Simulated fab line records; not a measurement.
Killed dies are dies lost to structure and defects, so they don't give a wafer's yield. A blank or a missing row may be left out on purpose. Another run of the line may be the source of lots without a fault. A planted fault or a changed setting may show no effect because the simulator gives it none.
Which tool was responsible?    flow nandHarc    33 wafers from 11 lots sampled at 6 of the route's 1302 steps

WHAT THE GAUGES SHOWED, per wafer
NHARC_A_M1_CD_MEAS_09: target cd 120 nm.
lot   measured      on        cdNm (nm)
L833  day 23 09:12  cdSem-02  121.0 120.9 119.9
L832  day 23 11:57  cdSem-01  121.2 120.1 119.9
L837  day 25 11:46  cdSem-03  120.6 121.0 121.4
L839  day 25 13:44  cdSem-01  120.5 121.8 121.3
L844  day 27 22:43  cdSem-03  119.3 119.0 119.8
L847  day 29 00:58  cdSem-02  119.5 119.9 119.3
L848  day 29 07:17  cdSem-02  135.6 137.1 137.1
L851  day 30 17:02  cdSem-02  120.2 121.0 120.3
L850  day 31 02:20  cdSem-01  120.2 119.7 121.0
L852  day 31 09:50  cdSem-03  133.7 134.1 133.5
L855  day 31 21:55  cdSem-03  119.6 119.3 120.8

NHARC_A_M1_CD_MEAS_16.
lot   measured      on        cdNm (nm)
L833  day 23 09:41  cdSem-03  120.1 120.6 119.7
L832  day 23 12:26  cdSem-03  120.7 119.4 120.3
L837  day 25 12:43  cdSem-02  120.8 121.0 121.3
L839  day 25 14:13  cdSem-01  121.8 120.4 121.6
L844  day 27 23:12  cdSem-01  120.1 119.5 119.2
L847  day 29 01:28  cdSem-02  120.5 118.9 119.1
L848  day 29 07:47  cdSem-01  135.9 137.0 135.9
L851  day 30 17:31  cdSem-03  119.7 120.6 119.5
L850  day 31 02:50  cdSem-02  120.2 118.7 120.8
L852  day 31 10:20  cdSem-01  134.5 133.2 132.0
L855  day 31 22:25  cdSem-03  119.5 119.3 120.9

WHICH TOOL RAN EACH LOT (tool, then ch and the chambers of the sampled wafers, then the start)
lot   NHARC_A_BLC_PVD_32                      NHARC_A_M0_ETCH_15                            NHARC_A_M0_PVD_20                       NHARC_A_M1_EXPOSE_06
L833  pvdSputter-01, day 23 09:04 or earlier  rieDiel-12 ch 2,3, day 23 09:04 or earlier    pvdSputter-01, day 23 09:04 or earlier  arfiScanner-03 ch 0, day 23 09:04
L832  pvdSputter-01, day 23 11:49 or earlier  rieDiel-13 ch 1,2,3, day 23 11:49 or earlier  pvdSputter-03, day 23 11:49 or earlier  arfiScanner-03 ch 0, day 23 11:49
L837  pvdSputter-01, day 25 07:41 or earlier  rieDiel-12 ch 2,3, day 25 07:41               pvdSputter-02, day 25 11:37 or earlier  arfiScanner-01 ch 0, day 25 11:37
L839  pvdSputter-03, day 25 13:35 or earlier  rieDiel-09 ch 0,1,2, day 25 13:35 or earlier  pvdSputter-02, day 25 13:35 or earlier  arfiScanner-03 ch 0, day 25 13:35
L844  pvdSputter-03, day 27 22:34 or earlier  rieDiel-12 ch 0,1, day 27 22:34 or earlier    pvdSputter-03, day 27 22:34 or earlier  arfiScanner-01 ch 0, day 27 22:34
L847  pvdSputter-03, day 29 00:49 or earlier  rieDiel-13 ch 0,1,2, day 29 00:49 or earlier  pvdSputter-02, day 29 00:49 or earlier  arfiScanner-01 ch 0, day 29 00:49
L848  pvdSputter-02, day 29 07:09 or earlier  rieDiel-12 ch 1,2,3, day 29 07:09 or earlier  pvdSputter-02, day 29 07:09 or earlier  arfiScanner-01 ch 0, day 29 07:09
L851  pvdSputter-02, day 30 16:53 or earlier  rieDiel-13 ch 1,2,3, day 30 16:53 or earlier  pvdSputter-01, day 30 16:53 or earlier  arfiScanner-02 ch 0, day 30 16:53
L850  pvdSputter-01, day 31 02:12 or earlier  rieDiel-12 ch 0,1, day 31 02:12 or earlier    pvdSputter-03, day 31 02:12 or earlier  arfiScanner-02 ch 0, day 31 02:12
L852  pvdSputter-01, day 31 09:42 or earlier  rieDiel-13 ch 0,1,3, day 31 09:42 or earlier  pvdSputter-03, day 31 09:42 or earlier  arfiScanner-01 ch 0, day 31 09:42
L855  pvdSputter-03, day 31 21:47 or earlier  rieDiel-09 ch 0,1,2, day 31 21:47 or earlier  pvdSputter-01, day 31 21:47 or earlier  arfiScanner-02 ch 0, day 31 21:47
- NHARC_A_BLC_PVD_32: deposits Ti, target thk 5 nm, time 17.7 s.
- NHARC_A_M0_ETCH_15: etches the open film in C4F8/Ar, target depth 150 nm, overetch 15 nm, time 82.5 s.
- NHARC_A_M0_PVD_20: deposits TaN, target thk 5 nm, time 8.06 s.
- NHARC_A_M1_EXPOSE_06: exposes mask A M1, target cd 120 nm.

WHAT THE TOOLS THEMSELVES READ (means of the sampled wafers that have a number; where no wafer has one, the mark that the record gives instead)
NHARC_A_BLC_PVD_32.
lot   tool           throttleValvePct (%)
L833  pvdSputter-01  29.1
L832  pvdSputter-01  28.5
L837  pvdSputter-01  29.2
L839  pvdSputter-03  29.2
L844  pvdSputter-03  29.6
L847  pvdSputter-03  29.4
L848  pvdSputter-02  30.9
L851  pvdSputter-02  30.7
L850  pvdSputter-01  28.6
L852  pvdSputter-01  29.1
L855  pvdSputter-03  29.3

NHARC_A_M0_ETCH_15.
lot   tool        oesProductAu (a.u.)  rfVppV (V)
L833  rieDiel-12  0.951                439.2
L832  rieDiel-13  0.976                441.1
L837  rieDiel-12  0.936                439.0
L839  rieDiel-09  0.919                439.0
L844  rieDiel-12  0.971                440.6
L847  rieDiel-13  0.931                443.6
L848  rieDiel-12  0.960                440.5
L851  rieDiel-13  0.978                441.5
L850  rieDiel-12  0.912                439.1
L852  rieDiel-13  0.978                440.6
L855  rieDiel-09  0.969                439.7

NHARC_A_M0_PVD_20.
lot   tool           throttleValvePct (%)
L833  pvdSputter-01  28.6
L832  pvdSputter-03  29.2
L837  pvdSputter-02  29.9
L839  pvdSputter-02  30.1
L844  pvdSputter-03  29.7
L847  pvdSputter-02  30.2
L848  pvdSputter-02  30.7
L851  pvdSputter-01  29.1
L850  pvdSputter-03  29.6
L852  pvdSputter-03  29.7
L855  pvdSputter-01  29.0

NHARC_A_M1_EXPOSE_06.
lot   tool            exposureDoseMJCm2
L833  arfiScanner-03  75.03
L832  arfiScanner-03  75.16
L837  arfiScanner-01  75.18
L839  arfiScanner-03  75.02
L844  arfiScanner-01  75.16
L847  arfiScanner-01  75.08
L848  arfiScanner-01  98.58
L851  arfiScanner-02  75.16
L850  arfiScanner-02  75.16
L852  arfiScanner-01  93.86
L855  arfiScanner-02  75.00

THE ANSWER, worked out from the rows above alone
Rule: the lots themselves supply what counts as usual. Put in order of their means at a reading, lots are off if they are a third of the lots or fewer, leave a main group of 4 or more, and stand apart from it by a gap of 3 or more times the standard deviation of the main group's means; of several such gaps the widest counts. Not used: any main group whose means are identical at the precision the tables above print for the reading. Also off: a lot with no number at a reading for which 4 or more lots have one. Where the step has rows for the other lots, those lots are counted as sound. The gauges are gone through in route order, then the tools' own readings, and for those a lot's mean is taken as printed above. The first step at which some lot is off is used, and at that step the reading that is off furthest; a lot without a number counts as furthest.
Off: L848, L852 (NHARC_A_M1_CD_MEAS_09, cdNm). The main group has a mean of 120.3 nm with a standard deviation of 0.58.
A tool fits if, at a process step before that reading, it ran every lot that is off, and no sound lot after the first of them. Not tried: the gauges at NHARC_A_M1_CD_MEAS_09; whatever is off there is also off at NHARC_A_M1_CD_MEAS_16, on other tools, and gauge error can't account for it. With no start given for some of its lots, NHARC_A_BLC_PVD_32 uses the hours and lot order of NHARC_A_M1_EXPOSE_06. With no start given for some of its lots, NHARC_A_M0_ETCH_15 uses the hours and lot order of NHARC_A_M1_EXPOSE_06. With no start given for some of its lots, NHARC_A_M0_PVD_20 uses the hours and lot order of NHARC_A_M1_EXPOSE_06. One fits: arfiScanner-01 at NHARC_A_M1_EXPOSE_06. A fault onset in the window from L847 (day 29 00:49, its last sound lot) to L848 (day 29 07:09, its first lot off) fits.
The tool's own readings at NHARC_A_M1_EXPOSE_06 bear it out: on the lots that are off they differ by more than 5 times the standard deviation of the sound lots' means. exposureDoseMJCm2 reads 96.22 there against 75.11 on the sound lots.

WHAT THE SIMULATOR PUT IN
Drift in process parameters on arfiScanner-01 at NHARC_A_M1_EXPOSE_06, starting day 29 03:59. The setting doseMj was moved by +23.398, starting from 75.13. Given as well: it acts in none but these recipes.
Lots struck among those shown: L848, L852. The rule above found the same.
